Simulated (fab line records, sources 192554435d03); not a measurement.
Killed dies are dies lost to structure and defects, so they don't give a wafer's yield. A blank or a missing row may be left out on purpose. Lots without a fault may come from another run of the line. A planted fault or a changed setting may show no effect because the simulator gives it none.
fab line records | flow n5_finfet
record lots=5 wafers=15 last_day=17
route steps=1938 shown BEOL_M2@889 PASSIVATION@1936
lots that met no fault: from a run of the same line without faults
start_h: hours from the record's first day to the start of the lot's first wafer shown | wait_h: hours since the lot's step before | " the same as in the row above | L1.1+2: a row that stands for several wafers | - no value, or no start given | * or withheld: withheld | < > ~ a bound
route shown NAME@n: a module of which the file shows steps, and the number in the route of the first | usual: mean/standard deviation of fault-free wafers | same: alike in all rows | chamber/n: place in a boat | sites: the reading at each site | _std_site: their standard deviation | _edge_site: outer sites' mean less inner sites' | radius_mm: how far each site lies from the wafer's centre | mask NAME#n: copy n | behind: the tool/chamber that last shaped the wafer | hold: why the lot was held/for how many hours/how that ended | device: the transistor (n, p or np) that didn't switch | end of line: the same wafers' tests at the end of the route | a step without rows: its recipe alone | killed: dies lost to structure and defects at the first sort, not the wafer's yield | map: a wafer's dies, x killed, . not, _ none there
set.NAME: the setting as run; set.NAME@STEP: as run at that earlier step | model.NAME: the simulator's own value behind a step, which no gauge read
lots at some steps of the route; a table a step, a row a wafer
services: from which hour (start_h, from the record's first day; less than 0 if before it) a tool's chamber was out of use, for how many hours, and why
## steps
# step N5_BEOL_M2_STRIP_36
# recipe chemistry=N2/H2 power_w=450 temp_c=40 pressure_mtorr=20 rf_frequency_hz=6e+07 overash_fraction=0.3 bias_power_w=7 h2_frac=0.5 n2_flow_sccm=200 h2_flow_sccm=200
# step N5_BEOL_M2_TRENCH_ETCH_37
# recipe chemistry=C4F6/O2 target_depth_a=555.55 target=SiOC time_s=29.2 ion_energy_ev=250 pressure_mtorr=30 source_w=355 bias_w=185 Ar_flow_sccm=300 C4F6_flow_sccm=10 O2_flow_sccm=10
# step N5_BEOL_M2_ETCH_41
# recipe chemistry=CH3F/O2 target=SiCN target_depth_a=299 taper_deg=2 time_s=52.5 ion_energy_ev=120 mask_material=TiN pressure_mtorr=30 source_w=395 bias_w=75 Ar_flow_sccm=150 CH3F_flow_sccm=30 O2_flow_sccm=20
# step N5_BEOL_M2_STRIP_97
# recipe chemistry=N2/H2 time_s=10 power_w=450 temp_c=40 pressure_mtorr=20 rf_frequency_hz=6e+07 bias_power_w=7 n2_flow_sccm=200 h2_flow_sccm=200
# step N5_BEOL_M2_OCD_MEAS_38
# usual trench_depth_nm=55.3/0.92
# columns lot.wafer tool chamber start_h wait_h trench_depth_nm
L526.3 ocd-01 - 166.05 - 55.1
L526.5 " - " " 55.5
L526.6 " - " " 54.9
L530.1 ocd-01 - 187.07 - 54.8
L530.2 " - " " 56.3
L530.4 " - " " 54.7
L532.1 ocd-02 - 223.80 - 56.4
L532.2 " - " " 56.9
L532.6 " - " " 56.6
L543.2 ocd-02 - 274.59 - 55.9
L543.3 " - " " 56.3
L543.4 " - " " 55.5
L544.1 ocd-01 - 280.05 - 54.6
L544.2 " - " " 54.9
L544.6 " - " " 54.0
# step N5_BEOL_M2_HM_STRIP_39
# recipe chemistry=peroxide_tin_strip material=TiN target_depth_a=250 temp_c=50 time_s=158
# step N5_BEOL_M2_SRD_40
# recipe time_s=30 temp_c=23 rinse_liquid=diw dry=ipa_marangoni
# step N5_BEOL_M2_PRECLEAN_42
# recipe chemistry=residue_remover time_s=60 temp_c=40
# step N5_BEOL_M2_SRD_43
# recipe time_s=30 temp_c=23 rinse_liquid=diw dry=ipa_marangoni
# step N5_BEOL_M2_CD_MEAS_35
# recipe target_cd_nm=18 target_cd_y_nm=22.2 polarity=opening
# usual cd_nm=17.9/0.41
# columns lot.wafer tool chamber start_h wait_h cd_nm
L526.3 cd_sem-02 - 166.21 0.0 17.1
L526.5 " - " " 18.2
L526.6 " - " " 17.6
L530.1 cd_sem-01 - 187.23 0.0 17.5
L530.2 " - " " 17.8
L530.4 " - " " 17.6
L532.1 cd_sem-01 - 223.95 0.0 18.1
L532.2 " - " " 18.1
L532.6 " - " " 18.4
L543.2 cd_sem-02 - 274.75 0.0 17.6
L543.3 " - " " 18.0
L543.4 " - " " 17.9
L544.1 cd_sem-01 - 280.20 0.0 17.6
L544.2 " - " " 17.6
L544.6 " - " " 17.5
# step N5_BEOL_M2_DEGAS_44
# recipe ambient=vacuum temp_c=250 time_s=60
# step N5_BEOL_M2_PRE_CLEAN_45
# recipe gas=H2/He time_s=30 temp_c=250
# step N5_BEOL_M2_ALD_84
# recipe material=TaN target_thk_a=* temp_c=275 ald_precursor_family=PDMAT ald_co_reactant=NH3 pressure_torr=3 carrier_flow_sccm=1500 pulse_time_s=2 purge_time_s=3 co_reactant_purge_time_s=2 co_reactant_pulse_time_s=3 ald_cycles=30 precursor_vessel_temp_c=75 precursor_vessel_pressure_torr=26.25 precursor_vessel_carrier_sccm=1000
# usual heater_power_w=423/41
# columns lot.wafer tool chamber start_h wait_h heater_power_w
L526.3 ald_metal-03 3 166.54 0.0 402
L526.5 " 1 " " 396
L526.6 " 2 " " 398
L530.1 ald_metal-02 2 187.77 0.0 394
L530.2 " 1 " " 361
L530.4 " 0 " " 404
L532.1 ald_metal-03 0 224.50 0.0 457
L532.2 " 3 " " 398
L532.6 " 1 " " 384
L543.2 ald_metal-02 0 275.02 0.1 417
L543.3 " 2 " " 394
L543.4 " 3 " " 505
L544.1 ald_metal-04 2 281.06 0.3 417
L544.2 " 0 " " 459
L544.6 " 2 " " 416
# step N5_BEOL_M2_SURFACE_TREAT_85
# recipe gas=Ar time_s=* ion_energy_ev=* ion_current_ma_cm2=0.5 pressure_mtorr=* ar_flow_sccm=30
# usual throttle_valve_pct=*
# columns lot.wafer tool chamber start_h wait_h throttle_valve_pct
L526.3 pvd_sputter-03 - 166.83 0.2 *
L526.5 " - " " *
L526.6 " - " " *
L530.1 pvd_sputter-03 - 188.20 0.3 *
L530.2 " - " " *
L530.4 " - " " *
L532.1 pvd_sputter-01 - 224.73 0.1 *
L532.2 " - " " *
L532.6 " - " " *
L543.2 pvd_sputter-01 - 275.28 0.2 *
L543.3 " - " " *
L543.4 " - " " *
L544.1 pvd_sputter-02 - 281.32 0.2 *
L544.2 " - " " *
L544.6 " - " " *
# step N5_BEOL_M2_CVD_47
# recipe material=Co target_thk_a=30 temp_c=withheld precursor=CCTBA/H2 pressure_torr=30 time_s=223.8
# step N5_BEOL_M2_SPUTTER_48
# recipe material=Cu target_thk_a=45 temp_c=-20 chamber_pressure_pa=0.07 power_w=withheld time_s=8.29
# step N5_BEOL_M2_ANNEAL_49
# recipe temp_c=400 time_s=240 ambient=vacuum
# step N5_BEOL_M2_SPUTTER_79
# recipe material=Cu target_thk_a=45 temp_c=-20 chamber_pressure_pa=0.07 power_w=withheld time_s=8.29
# step N5_BEOL_M2_ANNEAL_80
# recipe temp_c=400 time_s=240 ambient=vacuum
# step N5_BEOL_M2_SPUTTER_81
# recipe material=Cu target_thk_a=45 temp_c=-20 chamber_pressure_pa=0.07 power_w=withheld time_s=8.29
# step N5_BEOL_M2_ANNEAL_82
# recipe temp_c=400 time_s=240 ambient=vacuum
# step N5_BEOL_M2_SPUTTER_86
# recipe material=Cu target_thk_a=45 temp_c=-20 chamber_pressure_pa=0.07 power_w=withheld time_s=8.29
# step N5_BEOL_M2_ANNEAL_87
# recipe temp_c=400 time_s=240 ambient=vacuum
# step N5_BEOL_M2_SPUTTER_88
# recipe material=Cu target_thk_a=45 temp_c=-20 chamber_pressure_pa=0.07 power_w=withheld time_s=8.29
# step N5_BEOL_M2_ANNEAL_89
# recipe temp_c=400 time_s=240 ambient=vacuum
# step N5_BEOL_M2_SPUTTER_90
# recipe material=Cu target_thk_a=45 temp_c=-20 chamber_pressure_pa=0.07 power_w=withheld time_s=8.29
# step N5_BEOL_M2_ANNEAL_91
# recipe temp_c=400 time_s=240 ambient=vacuum
# step N5_BEOL_M2_SPUTTER_92
# recipe material=Cu target_thk_a=45 temp_c=-20 chamber_pressure_pa=0.07 power_w=withheld time_s=8.29
# usual throttle_valve_pct=30.3/1.1
# columns lot.wafer tool chamber start_h wait_h throttle_valve_pct
L526.3 pvd_sputter-01 - 168.44 0.1 27.8
L526.5 " - " " 28.0
L526.6 " - " " 30.6
L530.1 pvd_sputter-03 - 191.68 0.1 28.5
L530.2 " - " " 30.8
L530.4 " - " " 28.9
L532.1 pvd_sputter-02 - 226.30 0.1 30.5
L532.2 " - " " 31.4
L532.6 " - " " 31.6
L543.2 pvd_sputter-01 - 276.84 0.1 30.2
L543.3 " - " " 30.7
L543.4 " - " " 27.7
L544.1 pvd_sputter-01 - 283.89 0.1 30.7
L544.2 " - " " 30.3
L544.6 " - " " 30.2
# step N5_BEOL_M2_ANNEAL_93
# recipe temp_c=400 time_s=240 ambient=vacuum
# step N5_BEOL_M2_SPUTTER_94
# recipe material=Cu target_thk_a=45 temp_c=-20 chamber_pressure_pa=0.07 power_w=withheld time_s=8.29
# step N5_BEOL_M2_ANNEAL_95
# recipe temp_c=400 time_s=240 ambient=vacuum
# usual heater_power_w=823/82
# columns lot.wafer tool chamber start_h wait_h heater_power_w
L526.3 pvd_sputter-01 - 168.74 0.0 815
L526.5 " - " " 822
L526.6 " - " " 864
L530.1 pvd_sputter-03 - 191.98 0.0 773
L530.2 " - " " 790
L530.4 " - " " 916
L532.1 pvd_sputter-02 - 226.60 0.0 834
L532.2 " - " " 816
L532.6 " - " " 726
L543.2 pvd_sputter-01 - 277.14 0.0 791
L543.3 " - " " 765
L543.4 " - " " 839
L544.1 pvd_sputter-01 - 284.19 0.0 849
L544.2 " - " " 794
L544.6 " - " " 781
# step N5_BEOL_M2_SPUTTER_96
# recipe material=Cu target_thk_a=45 temp_c=-20 chamber_pressure_pa=0.07 power_w=withheld time_s=8.29
# step N5_BEOL_M2_ECD_50
# recipe material=Cu target_thk_a=3000
# step N5_BEOL_M2_ANNEAL_51
# recipe temp_c=225 time_s=90 ambient=N2
# usual wafer_temp_C_max=225.90/0.21
# columns lot.wafer tool chamber start_h wait_h wafer_temp_C_max
L526.3 rtp_anneal-01 0 169.29 0.2 225.65
L526.5 " 0 " " 225.67
L526.6 " 0 " " 225.68
L530.1 rtp_anneal-02 0 192.33 0.1 225.69
L530.2 " 0 " " 225.87
L530.4 " 0 " " 225.71
L532.1 rtp_anneal-01 0 226.93 0.1 225.63
L532.2 " 0 " " 225.88
L532.6 " 0 " " 225.81
L543.2 rtp_anneal-02 0 277.52 0.1 225.95
L543.3 " 0 " " 226.08
L543.4 " 0 " " 225.89
L544.1 rtp_anneal-01 0 284.53 0.1 225.59
L544.2 " 0 " " 225.72
L544.6 " 0 " " 225.71
# step N5_BEOL_M2_CMP_52
# recipe stop_on=SiOC t_overpolish_s=6.8 down_force_psi=1 platen_rpm=50 clearing_platen_down_force_psi=1.5 clearing_platen_rpm=50 post_cmp_clean=cu_alkaline target_thk_nm=40 clearing_platen_pad_velocity_m_s=0.99484 pad_velocity_m_s=0.99484
# usual barrier_field_endpoint_s=24.9/0.66 motor_current_A=6.1/0.52 overpolish_run_s=6.800/0.0087 slurry_filter_dp_kPa=13.50/0.14 time_to_endpoint_s=64/3.8
# columns lot.wafer tool chamber start_h wait_h barrier_field_endpoint_s motor_current_A overpolish_run_s slurry_filter_dp_kPa time_to_endpoint_s
L526.3 cmp-03 1 169.61 0.3 25.4 6.4 6.803 13.42 69
L526.6 " 2 " " 24.9 5.6 6.809 13.57 62
L526.5 " 3 " " 25.8 7.1 6.793 13.41 67
L530.2 cmp-02 0 192.64 0.2 23.9 5.6 6.790 13.46 60
L530.4 " 1 " " 24.2 5.9 6.793 13.51 60
L530.1 " 2 " " 23.6 5.9 6.793 13.44 58
L532.1 cmp-03 0 227.23 0.3 24.0 6.9 6.813 13.46 60
L532.2 " 3 " " 25.7 7.1 6.810 13.57 66
L532.6 " 0 " " 24.8 6.7 6.798 13.62 58
L543.3 cmp-01 0 277.78 0.2 24.6 6.7 6.804 13.35 69
L543.2 " 2 " " 24.2 6.0 6.792 13.30 62
L543.4 " 3 " " 26.0 6.8 6.802 13.54 68
L544.1 cmp-02 2 284.86 0.3 24.5 5.5 6.800 13.55 63
L544.2 " 0 " " 24.1 5.9 6.809 13.59 63
L544.6 " 1 " " 25.0 5.7 6.802 13.44 66
# step N5_BEOL_M2_THK_MEAS_53
# recipe thk_meas_gauge=xrf reads=Cu_of_BEOL_M2_ECD_50
# usual M2_THK=38.6/1.3
# columns lot.wafer tool chamber start_h wait_h M2_THK[nm]
L526.3 film_metro-01 - 169.79 - 38.6
L526.5 " - " " 38.7
L526.6 " - " " 36.9
L530.1 film_metro-01 - 192.94 - 36.3
L530.2 " - " " 39.3
L530.4 " - " " 36.5
L532.1 film_metro-02 - 227.52 - 39.8
L532.2 " - " " 40.6
L532.6 " - " " 39.7
L543.2 film_metro-01 - 278.07 - 38.8
L543.3 " - " " 42.1
L543.4 " - " " 39.2
L544.1 film_metro-02 - 285.12 - 36.9
L544.2 " - " " 37.7
L544.6 " - " " 36.9
# step N5_BEOL_M2_PRE_CLEAN_60
# recipe gas=NH3/H2 time_s=15 temp_c=* rf_power_w=300
# step N5_BEOL_M2_CO_CAP_55
# recipe material=Co target_thk_a=20 temp_c=200 precursor=CCTBA/H2 pressure_torr=30 time_s=102.1
# step N5_BEOL_M2_PRE_CLEAN_56
# recipe gas=NH3 time_s=15 temp_c=withheld rf_power_w=300
# step N5_BEOL_M2_DEP_57
# recipe material=SiCN target_thk_a=80 temp_c=withheld precursor=3MS/NH3 pressure_torr=3 rf_w=202 time_s=14
# step N5_BEOL_M2_RS_MEAS_58
# recipe thk_meas_gauge=four-point-probe reads=Co_of_BEOL_M2_CO_CAP_55+Cu_of_BEOL_M2_ECD_50+Co_of_BEOL_M2_CVD_47+TaN_of_BEOL_M2_ALD_84
# usual M2_RS=0.672/0.029
# columns lot.wafer tool chamber start_h wait_h M2_RS[ohm/sq]
L526.3 film_metro-01 - 170.08 0.1 0.660
L526.5 " - " " 0.660
L526.6 " - " " 0.704
L530.1 film_metro-02 - 193.20 0.0 0.717
L530.2 " - " " 0.649
L530.4 " - " " 0.714
L532.1 film_metro-02 - 227.78 0.0 0.647
L532.2 " - " " 0.631
L532.6 " - " " 0.650
L543.2 film_metro-02 - 278.35 0.1 0.669
L543.3 " - " " 0.600
L543.4 " - " " 0.658
L544.1 film_metro-01 - 285.38 0.1 0.721
L544.2 " - " " 0.698
L544.6 " - " " 0.713
# step N5_PASSIVATION_PROBE_49
# usual defect_limited_yield=91.3/1.4 killed_at_M0_to_M3=34/9.2 killed_at_M4_up=13/5.3 killed_at_contacts=12/6 killed_at_front_end=39/12 killed_at_other=4/3.3 killed_dies=102/17 killed_on_rim=13/3.9 killed_open=67/12 killed_short=34/7.4 sort_bin_5_function=5.1/1 sort_bin_6_memory=3.2/0.6 sort_n_pass=1078/17 sort_yield_pct=91.3/1.4
# same gross_dies=1180 killed_at_back_side=0 sort_bin_4_leakage[%]=0 sort_bin_8_speed[%]=0
# columns lot.wafer tool chamber start_h wait_h defect_limited_yield[%] killed_at_M0_to_M3 killed_at_M4_up killed_at_contacts killed_at_front_end killed_at_other killed_dies killed_on_rim killed_open killed_short sort_bin_5_function[%] sort_bin_6_memory[%] sort_n_pass sort_yield_pct[%]
L532.1 prober-01 - 365.06 0.0 90.8 28 19 14 47 0 108 19 71 37 5.3 3.3 1072 90.8
L532.2 prober-01 - 365.11 0.1 89.2 35 17 9 64 2 127 12 68 50 5.8 3.7 1053 89.2
L532.6 prober-01 - 365.31 0.3 85.9 84 15 18 48 1 166 32 58 47 8.6 3.9 1014 85.9
L543.2 prober-01 - 411.40 0.1 91.9 25 15 4 38 13 95 14 62 31 4.3 3.6 1085 91.9
L543.3 prober-01 - 411.45 0.1 92.1 45 16 10 18 4 93 12 63 29 4.9 2.7 1087 92.1
L543.4 prober-01 - 411.50 0.2 92.7 31 3 6 41 5 86 13 45 41 4.3 2.7 1094 92.7
# killed by level:class
L532.1 MOL_CONTACT_COAG:geometric_particle:open=13 FIN_SAQP:geometric_particle:short=12 BEOL_M3:geometric_particle:open=10 FIN_SAQP:geometric_particle:open=8 BEOL_M4:geometric_particle:short=8 STI_FIN_REVEAL:geometric_particle:open=5 ILD0:geometric_particle:open=5 STARTING-WAFER:geometric_particle:open=5
L532.2 FIN_SAQP:geometric_particle:short=13 FIN_SAQP:geometric_particle:open=11 STI_FIN_REVEAL:geometric_particle:open=9 HKMG_FIN:area_etch=9 STARTING-WAFER:geometric_particle:short=8 BEOL_M4:geometric_particle:short=7 MOL_CONTACT_COAG:geometric_particle:open=6 ILD0:geometric_particle:open=5
L532.6 BEOL_M2:unspecified=60 FIN_SAQP:geometric_particle:short=21 MOL_CONTACT_COAG:geometric_particle:open=15 FIN_SAQP:geometric_particle:open=10 STI_FIN_REVEAL:geometric_particle:open=5 BEOL_M0_SAQP:geometric_particle:short=5 BEOL_M3:geometric_particle:open=4 MOL_CONTACT_COAG:geometric_particle:short=3
L543.2 BEOL_M0_SAQP:geometric_particle:open=8 GATE_CUT:geometric_particle:short=7 FIN_SAQP:geometric_particle:open=6 DUMMY_GATE:geometric_particle:open=6 GATE_CUT:geometric_particle:open=5 BEOL_M0_SAQP:geometric_particle:short=5 BEOL_M6:geometric_particle:open=5 ILD0:geometric_particle:open=4
L543.3 BEOL_M0_SAQP:geometric_particle:short=10 MOL_CONTACT_COAG:geometric_particle:open=9 FIN_SAQP:geometric_particle:open=8 BEOL_M1:geometric_particle:open=8 BEOL_M0_SAQP:geometric_particle:open=7 BEOL_M0:geometric_particle:open=6 BEOL_M4:geometric_particle:open=5 BEOL_M2:geometric_particle:open=4
L543.4 FIN_SAQP:geometric_particle:short=13 BEOL_M0_SAQP:geometric_particle:short=8 STARTING-WAFER:geometric_particle:open=7 FIN_SAQP:geometric_particle:open=6 MOL_CONTACT_COAG:geometric_particle:open=5 BEOL_M0_SAQP:geometric_particle:open=5 BEOL_M3:geometric_particle:open=5 BEOL_M0:geometric_particle:open=4
# map L532.6 (x killed, . not)
_________________.x.....x.x..________________
______________...........x......_____________
___________...x.....xx.....xx......__________
__________.............x.....x....x._________
________.x..............x............._______
_______.x..........x..........x........______
______..................x.......xx......_____
_____x....................x.........x....____
____x.....................................___
___......x..x..................x..x....x...__
___.......x................................__
__.........................x........xx......_
__.x...x.....x.............................._
_x.......x...x.....x.................x.......
_......x......xx................x.....x.x....
_.x.......................x..x...x...........
_.....x..x............................x...x..
_..x......x.........x.........x...x......x...
_........x................x............x.....
_....x...............xx.xx...................
_........................x.................x.
__..x....x.......xx.............x....x......_
__....x...xx....x.........x........x....x..._
___.x.x..xxx.....................x.........__
___xxxxxxxx...x...........x.x.....xx.......__
____xxxxxxxx..x.....x..................x..___
_____xxxxxxxxx...........x...............____
______xxxxxxx............xx.....x......._____
_______xxxxxxxx...........x.......x....______
________xxxxxxx......................._______
__________xxx.x..x.x..x....x.......x_________
___________xx.x....................__________
______________....x...........x._____________
_________________........x...________________
# map L526.6 (x killed, . not)
_________________............________________
______________.................._____________
___________.....x..................__________
__________..........x..............._________
________.....x............x..........._______
_______.x.....x....x............x.....x______
______.xx.............x................._____
_____.........x...............x..x.......____
____...........xx.........................___
___..............................x......xx.__
___.xx...............xx....................__
__.................x.................x...x.._
__.x........................................_
_..............x.........x...xx....x.........
_.............x......x....x................x.
_..x...............x........xx...............
_.......x...........x.........x........x.....
_.x.......x....................x.............
_.....x.x...x...................x............
_......x...................xx.........x......
_...............x..........x..........x...x..
__........x..x...............x....xxx......._
__......x..........................x........_
___.......x................................__
___..........x.....x.....x.....x.....x.....__
____......x..............x................___
_____....x........x......................____
______.......x.x....x..................._____
_______........xx...x..x......xx.......______
________............................x._______
__________x.......................x._________
___________...............x..x.x...__________
______________....x....x........_____________
_________________............________________
## services
# columns tool chamber start_h hours kind
cmp-01 - 176.62 2.9 repair
pvd_sputter-01 - 182.92 8.3 repair
ald_metal-04 0 208.00 24.3 repair
cmp-03 - 223.70 0.5 repair
cmp-03 - 228.34 5.3 pm
cmp-02 - 233.52 6.2 pm
cmp-02 - 256.17 4.0 pm
cmp-03 - 258.86 7.2 repair
cmp-02 - 260.17 - consumable_replace:conditioner
cmp-02 - 260.17 - consumable_replace:pad
cmp-03 - 267.94 1.7 repair
## key
first_sign step=N5_PASSIVATION_PROBE_49 reading=killed_at_M0_to_M3 direction=up sigmas=5.4 usual=34 struck=84
effect step=N5_PASSIVATION_PROBE_49 reading=killed_dies direction=up sigmas=3.8 usual=102 struck=166
more_kills_born_at N5_BEOL_M2_ALD_84@ald_metal-03=60
met_at N5_BEOL_M2_ALD_84
struck_wafers L532.6
fault kind=chamber_particle_source tool=ald_metal-03 chamber=1 onset_h=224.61 steps=N5_BEOL_M2_ALD_84 rate_per_visit_cm2=0.70578
